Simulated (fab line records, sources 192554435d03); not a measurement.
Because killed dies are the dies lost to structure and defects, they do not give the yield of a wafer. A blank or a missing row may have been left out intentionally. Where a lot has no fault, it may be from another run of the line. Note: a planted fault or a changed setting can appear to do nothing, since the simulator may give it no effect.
Which tool did it? :: flow n5_finfet :: 72 wafers from 24 lots sampled at 5 of the route's 1938 steps

## WHAT THE GAUGES SHOWED, per wafer
N5_BEOL_M13_INSPECT_55: inspects for defects (darkfield).
lot: L074
measured: day 11 04:28
on: defect_inspect-02
raw_defect_count: 77 59 53

lot: L075
measured: day 11 08:17
on: defect_inspect-02
raw_defect_count: 107 108 49

lot: L076
measured: day 11 23:43
on: defect_inspect-02
raw_defect_count: 60 62 43

lot: L077
measured: day 12 04:50
on: defect_inspect-01
raw_defect_count: 61 32 66

lot: L080
measured: day 12 12:21
on: defect_inspect-01
raw_defect_count: 93 37 46

lot: L078
measured: day 12 13:06
on: defect_inspect-02
raw_defect_count: 72 78 79

lot: L079
measured: day 12 14:11
on: defect_inspect-01
raw_defect_count: 56 86 87

lot: L081
measured: day 13 01:44
on: defect_inspect-02
raw_defect_count: 75 30 58

lot: L083
measured: day 13 02:20
on: defect_inspect-01
raw_defect_count: 62 33 91

lot: L082
measured: day 13 07:51
on: defect_inspect-02
raw_defect_count: 59 42 47

lot: L084
measured: day 13 19:26
on: defect_inspect-02
raw_defect_count: 59 44 53

lot: L085
measured: day 13 22:56
on: defect_inspect-02
raw_defect_count: 58 84 77

lot: L086
measured: day 14 05:09
on: defect_inspect-02
raw_defect_count: 35 160 52

lot: L087
measured: day 14 13:12
on: defect_inspect-02
raw_defect_count: 95 77 114

lot: L089
measured: day 14 13:59
on: defect_inspect-01
raw_defect_count: 62 71 71

lot: L091
measured: day 14 22:14
on: defect_inspect-02
raw_defect_count: 48 46 46

lot: L088
measured: day 14 22:35
on: defect_inspect-02
raw_defect_count: 91 74 81

lot: L090
measured: day 15 13:59
on: defect_inspect-02
raw_defect_count: 80 42 62

lot: L092
measured: day 15 19:49
on: defect_inspect-02
raw_defect_count: 57 40 57

lot: L093
measured: day 16 10:55
on: defect_inspect-02
raw_defect_count: 86 48 73

lot: L095
measured: day 16 12:34
on: defect_inspect-02
raw_defect_count: 71 56 54

lot: L096
measured: day 17 05:14
on: defect_inspect-01
raw_defect_count: 65 34 81

lot: L094
measured: day 17 09:37
on: defect_inspect-02
raw_defect_count: 91 87 62

lot: L097
measured: day 17 21:03
on: defect_inspect-01
raw_defect_count: 60 73 57

N5_BEOL_M14_OCD_MEAS_35.
lot: L074
measured: day 11 06:54
on: ocd-01
trench_depth_nm (nm): 552 549 554

lot: L075
measured: day 11 10:31
on: ocd-02
trench_depth_nm (nm): 542 574 571

lot: L076
measured: day 12 02:14
on: ocd-01
trench_depth_nm (nm): 542 574 532

lot: L077
measured: day 12 06:55
on: ocd-02
trench_depth_nm (nm): 565 575 531

lot: L080
measured: day 12 14:29
on: ocd-01
trench_depth_nm (nm): 543 546 569

lot: L078
measured: day 12 15:19
on: ocd-01
trench_depth_nm (nm): 534 545 571

lot: L079
measured: day 12 16:19
on: ocd-02
trench_depth_nm (nm): 573 544 547

lot: L081
measured: day 13 04:46
on: ocd-02
trench_depth_nm (nm): 566 544 545

lot: L083
measured: day 13 05:28
on: ocd-01
trench_depth_nm (nm): 541 528 533

lot: L082
measured: day 13 10:44
on: ocd-02
trench_depth_nm (nm): 543 571 528

lot: L084
measured: day 13 22:02
on: ocd-01
trench_depth_nm (nm): 550 568 570

lot: L085
measured: day 14 01:01
on: ocd-01
trench_depth_nm (nm): 570 552 566

lot: L086
measured: day 14 07:25
on: ocd-01
trench_depth_nm (nm): 576 574 574

lot: L087
measured: day 14 15:32
on: ocd-01
trench_depth_nm (nm): 562 577 551

lot: L089
measured: day 14 16:14
on: ocd-01
trench_depth_nm (nm): 563 575 562

lot: L091
measured: day 15 00:47
on: ocd-02
trench_depth_nm (nm): 569 570 547

lot: L088
measured: day 15 01:18
on: ocd-01
trench_depth_nm (nm): 561 561 572

lot: L090
measured: day 15 16:12
on: ocd-01
trench_depth_nm (nm): 553 574 577

lot: L092
measured: day 15 22:01
on: ocd-02
trench_depth_nm (nm): 555 542 571

lot: L093
measured: day 16 13:12
on: ocd-01
trench_depth_nm (nm): 577 557 563

lot: L095
measured: day 16 15:05
on: ocd-02
trench_depth_nm (nm): 539 572 567

lot: L096
measured: day 17 07:38
on: ocd-01
trench_depth_nm (nm): 564 553 575

lot: L094
measured: day 17 12:02
on: ocd-02
trench_depth_nm (nm): 576 576 581

lot: L097
measured: day 17 23:08
on: ocd-02
trench_depth_nm (nm): 523 536 528

## WHAT TOOL EACH LOT RAN ON (gives the tool, then ch and the chambers of the sampled wafers, and finally the start)
lot: L074
N5_BEOL_M13_CMP_49: cmp-04 ch 1,3, day 11 04:01
N5_BEOL_M14_DESCUM_15: rie_diel-05 ch 0,2, day 11 05:13
N5_BEOL_M14_ETCH_67: rie_diel-01 ch 0,3, day 11 06:19

lot: L075
N5_BEOL_M13_CMP_49: cmp-04 ch 0,3, day 11 07:50
N5_BEOL_M14_DESCUM_15: rie_diel-05 ch 0,1,2, day 11 08:55
N5_BEOL_M14_ETCH_67: rie_diel-06 ch 0,1,2, day 11 09:56

lot: L076
N5_BEOL_M13_CMP_49: cmp-02 ch 2,3, day 11 23:19
N5_BEOL_M14_DESCUM_15: rie_diel-01 ch 0,1,2, day 12 00:20
N5_BEOL_M14_ETCH_67: rie_diel-01 ch 0,1,2, day 12 01:40

lot: L077
N5_BEOL_M13_CMP_49: cmp-01 ch 0,1,3, day 12 04:23
N5_BEOL_M14_DESCUM_15: rie_diel-01 ch 0,2, day 12 05:27
N5_BEOL_M14_ETCH_67: rie_diel-06 ch 0,1,2, day 12 06:20

lot: L080
N5_BEOL_M13_CMP_49: cmp-01 ch 0,1,3, day 12 11:54
N5_BEOL_M14_DESCUM_15: rie_diel-06 ch 0,1,2, day 12 12:59
N5_BEOL_M14_ETCH_67: rie_diel-05 ch 0,1,3, day 12 13:54

lot: L078
N5_BEOL_M13_CMP_49: cmp-04 ch 2,3, day 12 12:39
N5_BEOL_M14_DESCUM_15: rie_diel-01 ch 0,2, day 12 13:51
N5_BEOL_M14_ETCH_67: rie_diel-06 ch 0,1,3, day 12 14:44

lot: L079
N5_BEOL_M13_CMP_49: cmp-02 ch 0,1, day 12 13:44
N5_BEOL_M14_DESCUM_15: rie_diel-05 ch 0,1,2, day 12 14:49
N5_BEOL_M14_ETCH_67: rie_diel-05 ch 0,1,3, day 12 15:45

lot: L081
N5_BEOL_M13_CMP_49: cmp-04 ch 0,1, day 13 01:19
N5_BEOL_M14_DESCUM_15: rie_diel-01 ch 0,1,2, day 13 02:29
N5_BEOL_M14_ETCH_67: rie_diel-05 ch 0,1,3, day 13 04:12

lot: L083
N5_BEOL_M13_CMP_49: cmp-01 ch 0,1, day 13 01:53
N5_BEOL_M14_DESCUM_15: rie_diel-01 ch 0,3, day 13 03:31
N5_BEOL_M14_ETCH_67: rie_diel-01 ch 0,1, day 13 04:53

lot: L082
N5_BEOL_M13_CMP_49: cmp-04 ch 0,2,3, day 13 07:29
N5_BEOL_M14_DESCUM_15: rie_diel-01 ch 2,3, day 13 08:58
N5_BEOL_M14_ETCH_67: rie_diel-06 ch 0,1,3, day 13 10:09

lot: L084
N5_BEOL_M13_CMP_49: cmp-02 ch 2,3, day 13 18:59
N5_BEOL_M14_DESCUM_15: rie_diel-01 ch 1,2,3, day 13 20:03
N5_BEOL_M14_ETCH_67: rie_diel-05 ch 1,2, day 13 21:28

lot: L085
N5_BEOL_M13_CMP_49: cmp-04 ch 0,1,3, day 13 22:34
N5_BEOL_M14_DESCUM_15: rie_diel-05 ch 0,2, day 13 23:33
N5_BEOL_M14_ETCH_67: rie_diel-05 ch 1,2, day 14 00:26

lot: L086
N5_BEOL_M13_CMP_49: cmp-04 ch 0,1, day 14 04:42
N5_BEOL_M14_DESCUM_15: rie_diel-05 ch 0,2, day 14 05:49
N5_BEOL_M14_ETCH_67: rie_diel-06 ch 1,2, day 14 06:50

lot: L087
N5_BEOL_M13_CMP_49: cmp-01 ch 0,1,2, day 14 12:45
N5_BEOL_M14_DESCUM_15: rie_diel-06 ch 0,2, day 14 13:56
N5_BEOL_M14_ETCH_67: rie_diel-05 ch 0,1,2, day 14 14:58

lot: L089
N5_BEOL_M13_CMP_49: cmp-04 ch 1,2,3, day 14 13:32
N5_BEOL_M14_DESCUM_15: rie_diel-06 ch 2,3, day 14 14:36
N5_BEOL_M14_ETCH_67: rie_diel-05 ch 1,2,3, day 14 15:40

lot: L091
N5_BEOL_M13_CMP_49: cmp-01 ch 0,3, day 14 21:47
N5_BEOL_M14_DESCUM_15: rie_diel-01 ch 0,2,3, day 14 23:12
N5_BEOL_M14_ETCH_67: rie_diel-06 ch 1,2,3, day 15 00:12

lot: L088
N5_BEOL_M13_CMP_49: cmp-02 ch 0,2,3, day 14 22:15
N5_BEOL_M14_DESCUM_15: rie_diel-01 ch 0,2,3, day 14 23:36
N5_BEOL_M14_ETCH_67: rie_diel-05 ch 1,2,3, day 15 00:44

lot: L090
N5_BEOL_M13_CMP_49: cmp-04 ch 0,2,3, day 15 13:32
N5_BEOL_M14_DESCUM_15: rie_diel-06 ch 1,3, day 15 14:37
N5_BEOL_M14_ETCH_67: rie_diel-05 ch 1,2, day 15 15:37

lot: L092
N5_BEOL_M13_CMP_49: cmp-04 ch 0,1,3, day 15 19:22
N5_BEOL_M14_DESCUM_15: rie_diel-06 ch 0,2,3, day 15 20:26
N5_BEOL_M14_ETCH_67: rie_diel-05 ch 0,1,3, day 15 21:26

lot: L093
N5_BEOL_M13_CMP_49: cmp-02 ch 0,1,2, day 16 10:31
N5_BEOL_M14_DESCUM_15: rie_diel-01 ch 0,1,2, day 16 11:37
N5_BEOL_M14_ETCH_67: rie_diel-01 ch 1,2,3, day 16 12:38

lot: L095
N5_BEOL_M13_CMP_49: cmp-02 ch 0,1,3, day 16 12:11
N5_BEOL_M14_DESCUM_15: rie_diel-06 ch 1,3, day 16 13:11
N5_BEOL_M14_ETCH_67: rie_diel-06 ch 2,3, day 16 14:30

lot: L096
N5_BEOL_M13_CMP_49: cmp-02 ch 0,3, day 17 04:47
N5_BEOL_M14_DESCUM_15: rie_diel-06 ch 2,3, day 17 05:59
N5_BEOL_M14_ETCH_67: rie_diel-05 ch 1,2,3, day 17 07:03

lot: L094
N5_BEOL_M13_CMP_49: cmp-01 ch 0,1,2, day 17 09:12
N5_BEOL_M14_DESCUM_15: rie_diel-06 ch 1,2, day 17 10:27
N5_BEOL_M14_ETCH_67: rie_diel-06 ch 1,2, day 17 11:28

lot: L097
N5_BEOL_M13_CMP_49: cmp-01 ch 0,2, day 17 20:36
N5_BEOL_M14_DESCUM_15: rie_diel-01 ch 1,2,3, day 17 21:41
N5_BEOL_M14_ETCH_67: rie_diel-06 ch 0,3, day 17 22:34
- N5_BEOL_M13_CMP_49: polishes, stops on SiOC, t overpolish 17.1 s, target thk 420 nm.
- N5_BEOL_M14_DESCUM_15: chemistry O2, time 7.9 s.
- N5_BEOL_M14_ETCH_67: etches SiARC in CF4, target depth 143 nm, time 238.3 s.

## WHAT THE TOOLS THEMSELVES READ (means of the sampled wafers that have a number; where no wafer has one, the mark that the record gives instead)
N5_BEOL_M13_CMP_49.
lot: L074
tool: cmp-04
barrier_field_endpoint_s (s): 32.3
clearing_platen_down_force_psi (psi): 1.498
motor_current_A (A): 5.6
overpolish_run_s (s): 17.101
slurry_flow_ml_min: 149.4

lot: L075
tool: cmp-04
barrier_field_endpoint_s (s): 31.4
clearing_platen_down_force_psi (psi): 1.503
motor_current_A (A): 4.9
overpolish_run_s (s): 17.103
slurry_flow_ml_min: 149.7

lot: L076
tool: cmp-02
barrier_field_endpoint_s (s): 30.8
clearing_platen_down_force_psi (psi): 1.503
motor_current_A (A): 6.3
overpolish_run_s (s): 17.098
slurry_flow_ml_min: 150.4

lot: L077
tool: cmp-01
barrier_field_endpoint_s (s): 30.1
clearing_platen_down_force_psi (psi): 1.500
motor_current_A (A): 5.8
overpolish_run_s (s): 17.094
slurry_flow_ml_min: 150.0

lot: L080
tool: cmp-01
barrier_field_endpoint_s (s): 29.4
clearing_platen_down_force_psi (psi): 1.500
motor_current_A (A): 5.6
overpolish_run_s (s): 17.098
slurry_flow_ml_min: 150.0

lot: L078
tool: cmp-04
barrier_field_endpoint_s (s): 32.1
clearing_platen_down_force_psi (psi): 1.501
motor_current_A (A): 5.7
overpolish_run_s (s): 17.095
slurry_flow_ml_min: 150.3

lot: L079
tool: cmp-02
barrier_field_endpoint_s (s): 31.0
clearing_platen_down_force_psi (psi): 1.502
motor_current_A (A): 6.3
overpolish_run_s (s): 17.096
slurry_flow_ml_min: 149.9

lot: L081
tool: cmp-04
barrier_field_endpoint_s (s): 30.2
clearing_platen_down_force_psi (psi): 1.498
motor_current_A (A): 5.4
overpolish_run_s (s): 17.103
slurry_flow_ml_min: 149.9

lot: L083
tool: cmp-01
barrier_field_endpoint_s (s): 30.2
clearing_platen_down_force_psi (psi): 1.499
motor_current_A (A): 5.9
overpolish_run_s (s): 17.089
slurry_flow_ml_min: 150.2

lot: L082
tool: cmp-04
barrier_field_endpoint_s (s): 30.8
clearing_platen_down_force_psi (psi): 1.500
motor_current_A (A): 5.7
overpolish_run_s (s): 17.103
slurry_flow_ml_min: 150.0

lot: L084
tool: cmp-02
barrier_field_endpoint_s (s): 30.5
clearing_platen_down_force_psi (psi): 1.502
motor_current_A (A): 6.2
overpolish_run_s (s): 17.097
slurry_flow_ml_min: 149.8

lot: L085
tool: cmp-04
barrier_field_endpoint_s (s): 31.4
clearing_platen_down_force_psi (psi): 1.501
motor_current_A (A): 5.5
overpolish_run_s (s): 17.094
slurry_flow_ml_min: 150.2

lot: L086
tool: cmp-04
barrier_field_endpoint_s (s): 30.5
clearing_platen_down_force_psi (psi): 1.500
motor_current_A (A): 6.1
overpolish_run_s (s): 17.103
slurry_flow_ml_min: 149.7

lot: L087
tool: cmp-01
barrier_field_endpoint_s (s): 30.3
clearing_platen_down_force_psi (psi): 1.502
motor_current_A (A): 5.6
overpolish_run_s (s): 17.098
slurry_flow_ml_min: 149.7

lot: L089
tool: cmp-04
barrier_field_endpoint_s (s): 31.3
clearing_platen_down_force_psi (psi): 1.498
motor_current_A (A): 6.1
overpolish_run_s (s): 17.098
slurry_flow_ml_min: 150.0

lot: L091
tool: cmp-01
barrier_field_endpoint_s (s): 30.8
clearing_platen_down_force_psi (psi): 1.502
motor_current_A (A): 5.8
overpolish_run_s (s): 17.093
slurry_flow_ml_min: 150.0

lot: L088
tool: cmp-02
barrier_field_endpoint_s (s): 29.9
clearing_platen_down_force_psi (psi): 1.503
motor_current_A (A): 6.5
overpolish_run_s (s): 17.103
slurry_flow_ml_min: 150.0

lot: L090
tool: cmp-04
barrier_field_endpoint_s (s): 30.7
clearing_platen_down_force_psi (psi): 1.500
motor_current_A (A): 5.6
overpolish_run_s (s): 17.097
slurry_flow_ml_min: 150.0

lot: L092
tool: cmp-04
barrier_field_endpoint_s (s): 30.8
clearing_platen_down_force_psi (psi): 1.501
motor_current_A (A): 5.5
overpolish_run_s (s): 17.096
slurry_flow_ml_min: 150.0

lot: L093
tool: cmp-02
barrier_field_endpoint_s (s): 29.6
clearing_platen_down_force_psi (psi): 1.501
motor_current_A (A): 6.5
overpolish_run_s (s): 17.104
slurry_flow_ml_min: 150.3

lot: L095
tool: cmp-02
barrier_field_endpoint_s (s): 29.6
clearing_platen_down_force_psi (psi): 1.501
motor_current_A (A): 6.4
overpolish_run_s (s): 17.102
slurry_flow_ml_min: 149.8

lot: L096
tool: cmp-02
barrier_field_endpoint_s (s): 29.7
clearing_platen_down_force_psi (psi): 1.500
motor_current_A (A): 6.3
overpolish_run_s (s): 17.099
slurry_flow_ml_min: 149.9

lot: L094
tool: cmp-01
barrier_field_endpoint_s (s): 30.3
clearing_platen_down_force_psi (psi): 1.500
motor_current_A (A): 5.8
overpolish_run_s (s): 17.104
slurry_flow_ml_min: 150.1

lot: L097
tool: cmp-01
barrier_field_endpoint_s (s): 30.3
clearing_platen_down_force_psi (psi): 1.500
motor_current_A (A): 5.9
overpolish_run_s (s): 17.095
slurry_flow_ml_min: 150.1

N5_BEOL_M14_DESCUM_15.
lot: L074
tool: rie_diel-05
drypump_motor_current_A (A): 5.4
oes_product_au (a.u.): 0.88
rf_vpp_V (V): 244.0
showerhead_plenum_p_Torr (Torr): 2.12
throttle_valve_pct (%): 20.23

lot: L075
tool: rie_diel-05
drypump_motor_current_A (A): 5.8
oes_product_au (a.u.): 0.87
rf_vpp_V (V): 244.1
showerhead_plenum_p_Torr (Torr): 2.12
throttle_valve_pct (%): 20.41

lot: L076
tool: rie_diel-01
drypump_motor_current_A (A): 6.0
oes_product_au (a.u.): 0.81
rf_vpp_V (V): 244.2
showerhead_plenum_p_Torr (Torr): 2.09
throttle_valve_pct (%): 20.27

lot: L077
tool: rie_diel-01
drypump_motor_current_A (A): 6.1
oes_product_au (a.u.): 0.89
rf_vpp_V (V): 243.5
showerhead_plenum_p_Torr (Torr): 2.12
throttle_valve_pct (%): 20.09

lot: L080
tool: rie_diel-06
drypump_motor_current_A (A): 5.8
oes_product_au (a.u.): 0.77
rf_vpp_V (V): 243.2
showerhead_plenum_p_Torr (Torr): 2.07
throttle_valve_pct (%): 20.51

lot: L078
tool: rie_diel-01
drypump_motor_current_A (A): 5.8
oes_product_au (a.u.): 0.83
rf_vpp_V (V): 243.0
showerhead_plenum_p_Torr (Torr): 2.12
throttle_valve_pct (%): 20.23

lot: L079
tool: rie_diel-05
drypump_motor_current_A (A): 5.8
oes_product_au (a.u.): 0.85
rf_vpp_V (V): 243.6
showerhead_plenum_p_Torr (Torr): 2.12
throttle_valve_pct (%): 20.43

lot: L081
tool: rie_diel-01
drypump_motor_current_A (A): 5.9
oes_product_au (a.u.): 0.79
rf_vpp_V (V): 243.5
showerhead_plenum_p_Torr (Torr): 2.09
throttle_valve_pct (%): 20.28

lot: L083
tool: rie_diel-01
drypump_motor_current_A (A): 5.4
oes_product_au (a.u.): 0.82
rf_vpp_V (V): 242.8
showerhead_plenum_p_Torr (Torr): 2.09
throttle_valve_pct (%): 20.25

lot: L082
tool: rie_diel-01
drypump_motor_current_A (A): 5.6
oes_product_au (a.u.): 0.95
rf_vpp_V (V): 242.7
showerhead_plenum_p_Torr (Torr): 2.08
throttle_valve_pct (%): 20.03

lot: L084
tool: rie_diel-01
drypump_motor_current_A (A): 5.9
oes_product_au (a.u.): 0.84
rf_vpp_V (V): 242.6
showerhead_plenum_p_Torr (Torr): 2.07
throttle_valve_pct (%): 20.21

lot: L085
tool: rie_diel-05
drypump_motor_current_A (A): 5.4
oes_product_au (a.u.): 0.83
rf_vpp_V (V): 243.4
showerhead_plenum_p_Torr (Torr): 2.12
throttle_valve_pct (%): 20.27

lot: L086
tool: rie_diel-05
drypump_motor_current_A (A): 5.3
oes_product_au (a.u.): 0.76
rf_vpp_V (V): 242.4
showerhead_plenum_p_Torr (Torr): 1.99
throttle_valve_pct (%): 20.47

lot: L087
tool: rie_diel-06
drypump_motor_current_A (A): 5.9
oes_product_au (a.u.): 0.80
rf_vpp_V (V): 243.8
showerhead_plenum_p_Torr (Torr): 2.21
throttle_valve_pct (%): 20.52

lot: L089
tool: rie_diel-06
drypump_motor_current_A (A): 5.6
oes_product_au (a.u.): 0.82
rf_vpp_V (V): 245.0
showerhead_plenum_p_Torr (Torr): 2.19
throttle_valve_pct (%): 20.43

lot: L091
tool: rie_diel-01
drypump_motor_current_A (A): 5.7
oes_product_au (a.u.): 0.85
rf_vpp_V (V): 243.5
showerhead_plenum_p_Torr (Torr): 2.09
throttle_valve_pct (%): 20.15

lot: L088
tool: rie_diel-01
drypump_motor_current_A (A): 5.7
oes_product_au (a.u.): 0.85
rf_vpp_V (V): 243.2
showerhead_plenum_p_Torr (Torr): 2.09
throttle_valve_pct (%): 20.16

lot: L090
tool: rie_diel-06
drypump_motor_current_A (A): 5.7
oes_product_au (a.u.): 0.81
rf_vpp_V (V): 243.2
showerhead_plenum_p_Torr (Torr): 2.08
throttle_valve_pct (%): 20.39

lot: L092
tool: rie_diel-06
drypump_motor_current_A (A): 5.8
oes_product_au (a.u.): 0.80
rf_vpp_V (V): 244.5
showerhead_plenum_p_Torr (Torr): 2.20
throttle_valve_pct (%): 20.49

lot: L093
tool: rie_diel-01
drypump_motor_current_A (A): 6.0
oes_product_au (a.u.): 0.84
rf_vpp_V (V): 242.9
showerhead_plenum_p_Torr (Torr): 2.08
throttle_valve_pct (%): 20.23

lot: L095
tool: rie_diel-06
drypump_motor_current_A (A): 5.7
oes_product_au (a.u.): 0.78
rf_vpp_V (V): 243.1
showerhead_plenum_p_Torr (Torr): 2.12
throttle_valve_pct (%): 20.51

lot: L096
tool: rie_diel-06
drypump_motor_current_A (A): 5.6
oes_product_au (a.u.): 0.86
rf_vpp_V (V): 246.0
showerhead_plenum_p_Torr (Torr): 2.22
throttle_valve_pct (%): 20.31

lot: L094
tool: rie_diel-06
drypump_motor_current_A (A): 5.7
oes_product_au (a.u.): 0.89
rf_vpp_V (V): 243.6
showerhead_plenum_p_Torr (Torr): 2.17
throttle_valve_pct (%): 20.21

lot: L097
tool: rie_diel-01
drypump_motor_current_A (A): 5.9
oes_product_au (a.u.): 0.87
rf_vpp_V (V): 242.8
showerhead_plenum_p_Torr (Torr): 2.06
throttle_valve_pct (%): 20.15

N5_BEOL_M14_ETCH_67.
lot: L074
tool: rie_diel-01
cf4_flow_sccm (sccm): 100.0
drypump_motor_current_A (A): 5.4
etch_rf_on_time_s (s): 238
oes_product_au (a.u.): 0.62
rf_vpp_V (V): 184.6
showerhead_plenum_p_Torr (Torr): 2.12
throttle_valve_pct (%): 15.61

lot: L075
tool: rie_diel-06
cf4_flow_sccm (sccm): 100.4
drypump_motor_current_A (A): 5.8
etch_rf_on_time_s (s): 234
oes_product_au (a.u.): 0.67
rf_vpp_V (V): 183.7
showerhead_plenum_p_Torr (Torr): 2.12
throttle_valve_pct (%): 15.64

lot: L076
tool: rie_diel-01
cf4_flow_sccm (sccm): 100.0
drypump_motor_current_A (A): 6.0
etch_rf_on_time_s (s): 241
oes_product_au (a.u.): 0.69
rf_vpp_V (V): 184.4
showerhead_plenum_p_Torr (Torr): 2.15
throttle_valve_pct (%): 15.53

lot: L077
tool: rie_diel-06
cf4_flow_sccm (sccm): 99.8
drypump_motor_current_A (A): 5.7
etch_rf_on_time_s (s): 237
oes_product_au (a.u.): 0.66
rf_vpp_V (V): 184.2
showerhead_plenum_p_Torr (Torr): 2.12
throttle_valve_pct (%): 15.65

lot: L080
tool: rie_diel-05
cf4_flow_sccm (sccm): 100.1
drypump_motor_current_A (A): 5.7
etch_rf_on_time_s (s): 237
oes_product_au (a.u.): 0.67
rf_vpp_V (V): 183.9
showerhead_plenum_p_Torr (Torr): 2.12
throttle_valve_pct (%): 15.80

lot: L078
tool: rie_diel-06
cf4_flow_sccm (sccm): 99.9
drypump_motor_current_A (A): 5.8
etch_rf_on_time_s (s): 239
oes_product_au (a.u.): 0.68
rf_vpp_V (V): 183.9
showerhead_plenum_p_Torr (Torr): 2.19
throttle_valve_pct (%): 15.66

lot: L079
tool: rie_diel-05
cf4_flow_sccm (sccm): 100.0
drypump_motor_current_A (A): 5.7
etch_rf_on_time_s (s): 238
oes_product_au (a.u.): 0.66
rf_vpp_V (V): 184.1
showerhead_plenum_p_Torr (Torr): 2.12
throttle_valve_pct (%): 15.80

lot: L081
tool: rie_diel-05
cf4_flow_sccm (sccm): 100.2
drypump_motor_current_A (A): 5.7
etch_rf_on_time_s (s): 238
oes_product_au (a.u.): 0.66
rf_vpp_V (V): 182.7
showerhead_plenum_p_Torr (Torr): 2.12
throttle_valve_pct (%): 15.80

lot: L083
tool: rie_diel-01
cf4_flow_sccm (sccm): 99.9
drypump_motor_current_A (A): 5.9
etch_rf_on_time_s (s): 246
oes_product_au (a.u.): 0.60
rf_vpp_V (V): 183.4
showerhead_plenum_p_Torr (Torr): 2.13
throttle_valve_pct (%): 15.83

lot: L082
tool: rie_diel-06
cf4_flow_sccm (sccm): 100.0
drypump_motor_current_A (A): 5.9
etch_rf_on_time_s (s): 241
oes_product_au (a.u.): 0.67
rf_vpp_V (V): 184.9
showerhead_plenum_p_Torr (Torr): 2.19
throttle_valve_pct (%): 15.69

lot: L084
tool: rie_diel-05
cf4_flow_sccm (sccm): 100.1
drypump_motor_current_A (A): 6.2
etch_rf_on_time_s (s): 235
oes_product_au (a.u.): 0.76
rf_vpp_V (V): 185.3
showerhead_plenum_p_Torr (Torr): 2.27
throttle_valve_pct (%): 15.58

lot: L085
tool: rie_diel-05
cf4_flow_sccm (sccm): 99.9
drypump_motor_current_A (A): 6.2
etch_rf_on_time_s (s): 233
oes_product_au (a.u.): 0.76
rf_vpp_V (V): 185.5
showerhead_plenum_p_Torr (Torr): 2.27
throttle_valve_pct (%): 15.57

lot: L086
tool: rie_diel-06
cf4_flow_sccm (sccm): 100.0
drypump_motor_current_A (A): 5.7
etch_rf_on_time_s (s): 228
oes_product_au (a.u.): 0.79
rf_vpp_V (V): 183.0
showerhead_plenum_p_Torr (Torr): 2.17
throttle_valve_pct (%): 15.46

lot: L087
tool: rie_diel-05
cf4_flow_sccm (sccm): 100.2
drypump_motor_current_A (A): 5.8
etch_rf_on_time_s (s): 237
oes_product_au (a.u.): 0.70
rf_vpp_V (V): 184.4
showerhead_plenum_p_Torr (Torr): 2.17
throttle_valve_pct (%): 15.66

lot: L089
tool: rie_diel-05
cf4_flow_sccm (sccm): 99.7
drypump_motor_current_A (A): 5.7
etch_rf_on_time_s (s): 235
oes_product_au (a.u.): 0.78
rf_vpp_V (V): 184.8
showerhead_plenum_p_Torr (Torr): 2.22
throttle_valve_pct (%): 15.43

lot: L091
tool: rie_diel-06
cf4_flow_sccm (sccm): 99.7
drypump_motor_current_A (A): 5.7
etch_rf_on_time_s (s): 234
oes_product_au (a.u.): 0.74
rf_vpp_V (V): 184.6
showerhead_plenum_p_Torr (Torr): 2.20
throttle_valve_pct (%): 15.56

lot: L088
tool: rie_diel-05
cf4_flow_sccm (sccm): 99.8
drypump_motor_current_A (A): 5.7
etch_rf_on_time_s (s): 235
oes_product_au (a.u.): 0.77
rf_vpp_V (V): 185.4
showerhead_plenum_p_Torr (Torr): 2.22
throttle_valve_pct (%): 15.45

lot: L090
tool: rie_diel-05
cf4_flow_sccm (sccm): 99.8
drypump_motor_current_A (A): 6.2
etch_rf_on_time_s (s): 232
oes_product_au (a.u.): 0.74
rf_vpp_V (V): 185.5
showerhead_plenum_p_Torr (Torr): 2.27
throttle_valve_pct (%): 15.60

lot: L092
tool: rie_diel-05
cf4_flow_sccm (sccm): 99.9
drypump_motor_current_A (A): 5.7
etch_rf_on_time_s (s): 237
oes_product_au (a.u.): 0.71
rf_vpp_V (V): 183.8
showerhead_plenum_p_Torr (Torr): 2.11
throttle_valve_pct (%): 15.67

lot: L093
tool: rie_diel-01
cf4_flow_sccm (sccm): 100.1
drypump_motor_current_A (A): 5.9
etch_rf_on_time_s (s): 236
oes_product_au (a.u.): 0.77
rf_vpp_V (V): 183.7
showerhead_plenum_p_Torr (Torr): 2.13
throttle_valve_pct (%): 15.37

lot: L095
tool: rie_diel-06
cf4_flow_sccm (sccm): 100.1
drypump_motor_current_A (A): 5.6
etch_rf_on_time_s (s): 235
oes_product_au (a.u.): 0.75
rf_vpp_V (V): 185.3
showerhead_plenum_p_Torr (Torr): 2.25
throttle_valve_pct (%): 15.46

lot: L096
tool: rie_diel-05
cf4_flow_sccm (sccm): 100.2
drypump_motor_current_A (A): 5.7
etch_rf_on_time_s (s): 236
oes_product_au (a.u.): 0.75
rf_vpp_V (V): 184.9
showerhead_plenum_p_Torr (Torr): 2.21
throttle_valve_pct (%): 15.48

lot: L094
tool: rie_diel-06
cf4_flow_sccm (sccm): 100.0
drypump_motor_current_A (A): 5.7
etch_rf_on_time_s (s): 229
oes_product_au (a.u.): 0.75
rf_vpp_V (V): 184.2
showerhead_plenum_p_Torr (Torr): 2.16
throttle_valve_pct (%): 15.52

lot: L097
tool: rie_diel-06
cf4_flow_sccm (sccm): 99.9
drypump_motor_current_A (A): 5.9
etch_rf_on_time_s (s): 250
oes_product_au (a.u.): 0.60
rf_vpp_V (V): 184.6
showerhead_plenum_p_Torr (Torr): 2.20
throttle_valve_pct (%): 15.78

## THE ANSWER, worked out from the rows above alone
Rule: the lots themselves supply what counts as usual. Put in order of their means at a reading, lots are off if they are a third of the lots or fewer, leave a main group of 4 or more, and stand apart from it by a gap of 3 or more times the standard deviation of the main group's means; of several such gaps the widest counts. If all means in a main group match to the digits the tables above print for the reading, that group is not used. A lot without any number at a reading at which 4 lots or more have one is off too. The other lots that the step has rows for count as sound. After the gauges, taken in route order, come the tools' own readings; for these a lot's mean is taken, as printed above. At the first step where some lot is off, the reading lying furthest off is the one used; lots without a number count as furthest.
Across all readings shown, no lot is off: no conclusion can be drawn from this.

## WHAT THE SIMULATOR HAD INSERTED
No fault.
